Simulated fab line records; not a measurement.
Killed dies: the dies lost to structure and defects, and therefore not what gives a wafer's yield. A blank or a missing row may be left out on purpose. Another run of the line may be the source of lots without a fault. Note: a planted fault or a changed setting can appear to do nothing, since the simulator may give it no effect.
Which tool was responsible? | flow nand harc | 36 wafers from 12 lots sampled at 6 of the route's 1302 steps

== WHAT THE GAUGES SHOWED, per wafer ==
NHARC_P_M2_CD_MEAS_09: target cd 170 nm.
lot  | measured     | on        | cd nm (nm)
L957 | day 6 23:02  | cd sem-03 | 168.8 169.6 169.7
L956 | day 7 00:02  | cd sem-03 | 170.0 169.6 170.3
L959 | day 8 00:34  | cd sem-01 | 170.2 170.8 170.5
L964 | day 10 03:43 | cd sem-02 | 170.2 170.8 170.3
L963 | day 10 04:11 | cd sem-03 | 169.9 154.1 168.4
L966 | day 11 03:41 | cd sem-01 | 154.7 170.3 169.6
L967 | day 11 09:18 | cd sem-02 | 170.2 170.3 169.7
L972 | day 13 18:00 | cd sem-03 | 169.4 169.5 169.3
L973 | day 13 21:56 | cd sem-03 | 169.8 169.6 170.1
L974 | day 14 11:18 | cd sem-02 | 170.0 168.8 170.2
L975 | day 14 16:19 | cd sem-01 | 167.9 168.4 168.7
L977 | day 15 12:46 | cd sem-01 | 169.3 171.0 169.4

NHARC_P_M2_INSPECT_11.
lot  | measured     | on                | raw defect count
L957 | day 6 23:10  | defect inspect-02 | 3 3 6
L956 | day 7 00:09  | defect inspect-02 | 4 4 2
L959 | day 8 00:41  | defect inspect-01 | 4 3 6
L964 | day 10 03:50 | defect inspect-01 | 8 3 5
L963 | day 10 04:19 | defect inspect-01 | 2 4 3
L966 | day 11 03:49 | defect inspect-01 | 6 6 3
L967 | day 11 09:26 | defect inspect-02 | 4 4 3
L972 | day 13 18:07 | defect inspect-02 | 9 7 7
L973 | day 13 22:04 | defect inspect-02 | 3 4 9
L974 | day 14 11:26 | defect inspect-01 | 2 6 3
L975 | day 14 16:26 | defect inspect-02 | 5 3 5
L977 | day 15 12:53 | defect inspect-01 | 0 4 3

NHARC_END_SORT_01.
lot  | measured     | on        | defect limited yield (%) | killed at array | killed at other | killed at periphery | killed dies | killed open | killed short
L963 | day 28 09:40 | prober-01 | 88.9                     | 69              | 0               | 6                   | 75          | 4           | 3
L966 | day 29 06:23 | prober-02 | 86.6                     | 81              | 0               | 10                  | 91          | 1           | 3
L967 | day 30 00:13 | prober-01 | 91.9 89.5 90.7           | 54 66 60        | 1 0 2           | 0 5 1               | 55 71 63    | 4 4 4       | 0 6 1

== WHAT TOOL EACH LOT RAN ON (gives the tool, then ch and the chambers of the sampled wafers, and finally the start) ==
lot  | NHARC_P_M1_ETCH_15                            | NHARC_P_M2_PEB_07                 | NHARC_P_M2_STRIP_18
L957 | rie diel-02 ch 0,1,2, day 6 22:57 or earlier  | litho track-04 ch 0, day 6 22:57  | rie diel-10 ch 1,2,3, day 6 23:38
L956 | rie diel-11 ch 0,1,3, day 6 23:57 or earlier  | litho track-01 ch 0, day 6 23:57  | rie diel-10 ch 1,3, day 7 00:37
L959 | rie diel-02 ch 0,1,2, day 8 00:29 or earlier  | litho track-04 ch 0, day 8 00:29  | rie diel-10 ch 0,2,3, day 8 01:11
L964 | rie diel-11 ch 0,1,2, day 10 03:38 or earlier | litho track-04 ch 0, day 10 03:38 | rie diel-10 ch 0,2,3, day 10 04:16
L963 | rie diel-11 ch 0,1,3, day 10 04:06 or earlier | litho track-04 ch 0, day 10 04:06 | rie diel-09 ch 0,2,3, day 10 04:49
L966 | rie diel-02 ch 0,1,3, day 11 03:37 or earlier | litho track-04 ch 0, day 11 03:37 | rie diel-09 ch 0,2,3, day 11 04:19
L967 | rie diel-02 ch 0,2,3, day 11 09:13 or earlier | litho track-06 ch 0, day 11 09:13 | rie diel-08 ch 0,1,3, day 11 09:52
L972 | rie diel-11 ch 2,3, day 13 17:55 or earlier   | litho track-01 ch 0, day 13 17:55 | rie diel-10 ch 1,2, day 13 18:34
L973 | rie diel-11 ch 2,3, day 13 21:51 or earlier   | litho track-04 ch 0, day 13 21:51 | rie diel-10 ch 0,1,2, day 13 22:31
L974 | rie diel-02 ch 0,2,3, day 14 11:13 or earlier | litho track-06 ch 0, day 14 11:13 | rie diel-10 ch 1,3, day 14 11:52
L975 | rie diel-02 ch 1,2,3, day 14 16:14 or earlier | litho track-01 ch 0, day 14 16:14 | rie diel-10 ch 0,2,3, day 14 16:53
L977 | rie diel-11 ch 2,3, day 15 12:41 or earlier   | litho track-01 ch 0, day 15 12:41 | rie diel-08 ch 0,3, day 15 13:20
- NHARC_P_M1_ETCH_15: etches the open film in C4F8/Ar, target depth 182.5 nm, time 91.2 s.
- NHARC_P_M2_PEB_07: peb time 65 s.
- NHARC_P_M2_STRIP_18: strips in N2/H2.

== AS READ BY THE TOOLS THEMSELVES (means over the sampled wafers that have a number; for cases with no such wafer, the mark the record gives instead) ==
NHARC_P_M1_ETCH_15.
lot  | tool        | oes product au (a.u.) | rf vpp V (V)
L957 | rie diel-02 | 0.962                 | 443
L956 | rie diel-11 | 0.968                 | 441
L959 | rie diel-02 | 0.977                 | 442
L964 | rie diel-11 | 0.925                 | 440
L963 | rie diel-11 | 0.928                 | 440
L966 | rie diel-02 | 0.983                 | 440
L967 | rie diel-02 | 0.950                 | 441
L972 | rie diel-11 | 0.957                 | 443
L973 | rie diel-11 | 0.959                 | 444
L974 | rie diel-02 | 0.964                 | 441
L975 | rie diel-02 | 0.921                 | 441
L977 | rie diel-11 | 0.964                 | 444

NHARC_P_M2_PEB_07.
lot  | tool           | heater power total W (W)
L957 | litho track-04 | 156.7
L956 | litho track-01 | 156.5
L959 | litho track-04 | 157.0
L964 | litho track-04 | 156.8
L963 | litho track-04 | 170.2
L966 | litho track-04 | 170.0
L967 | litho track-06 | 156.6
L972 | litho track-01 | 156.8
L973 | litho track-04 | 156.9
L974 | litho track-06 | 156.8
L975 | litho track-01 | 156.6
L977 | litho track-01 | 156.9

NHARC_P_M2_STRIP_18.
lot  | tool        | drypump motor current A (A) | oes product au (a.u.) | rf vpp V (V) | showerhead plenum p Torr (Torr) | throttle valve pct (%)
L957 | rie diel-10 | 5.2                         | 0.998                 | 91.3         | 2.10                            | 14.168
L956 | rie diel-10 | 5.2                         | 0.996                 | 92.0         | 2.10                            | 14.176
L959 | rie diel-10 | 5.6                         | 0.991                 | 91.3         | 2.13                            | 14.174
L964 | rie diel-10 | 5.6                         | 1.004                 | 92.1         | 2.13                            | 14.176
L963 | rie diel-09 | 5.3                         | 1.004                 | 91.7         | 2.07                            | 14.168
L966 | rie diel-09 | 5.3                         | 1.007                 | 90.9         | 2.07                            | 14.178
L967 | rie diel-08 | 5.5                         | 0.995                 | 90.6         | 2.04                            | 14.164
L972 | rie diel-10 | 5.1                         | 1.004                 | 91.0         | 2.10                            | 14.165
L973 | rie diel-10 | 5.7                         | 1.005                 | 90.8         | 2.04                            | 14.163
L974 | rie diel-10 | 5.3                         | 1.000                 | 91.0         | 2.10                            | 14.174
L975 | rie diel-10 | 5.6                         | 1.009                 | 89.8         | 2.13                            | 14.175
L977 | rie diel-08 | 5.2                         | 1.005                 | 89.3         | 2.01                            | 14.165

== THE ANSWER, worked out from the rows above alone ==
Rule: usual is defined by the lots themselves. The widest of any qualifying gaps counts: lots, ordered by their means at a reading, are off when they make up no more than a third of the lots, leave a main group of 4 or more, and stand apart from it by 3 or more times the standard deviation of that group's means. A main group whose means are all the same, to the digits that the tables above print for the reading, isn't used. Also off: a lot with no number at a reading for which 4 or more lots have one. Where the step has rows for the other lots, those lots are counted as sound. The gauges are gone through in route order, then the tools' own readings, and for those a lot's mean is taken as printed above. The first step at which some lot is off is used, and at that step the reading that is off furthest; a lot without a number counts as furthest.
Off: L963, L966, at NHARC_P_M2_CD_MEAS_09 (cd nm). Main group: mean 169.7 nm, sd 0.59.
A tool fits if, at a process step before that reading, it ran every lot that is off, and no sound lot after the first of them. The gauges at NHARC_P_M2_CD_MEAS_09 aren't tried: what is off there is off at NHARC_P_M2_PEB_07 too, on other tools, and a gauge's error can't cause that. Because NHARC_P_M1_ETCH_15 lacks a start for some lots, the hours and order of its lots are taken from NHARC_P_M2_PEB_07. None of those tried fits.

== WHAT HAD BEEN PUT IN BY THE SIMULATOR ==
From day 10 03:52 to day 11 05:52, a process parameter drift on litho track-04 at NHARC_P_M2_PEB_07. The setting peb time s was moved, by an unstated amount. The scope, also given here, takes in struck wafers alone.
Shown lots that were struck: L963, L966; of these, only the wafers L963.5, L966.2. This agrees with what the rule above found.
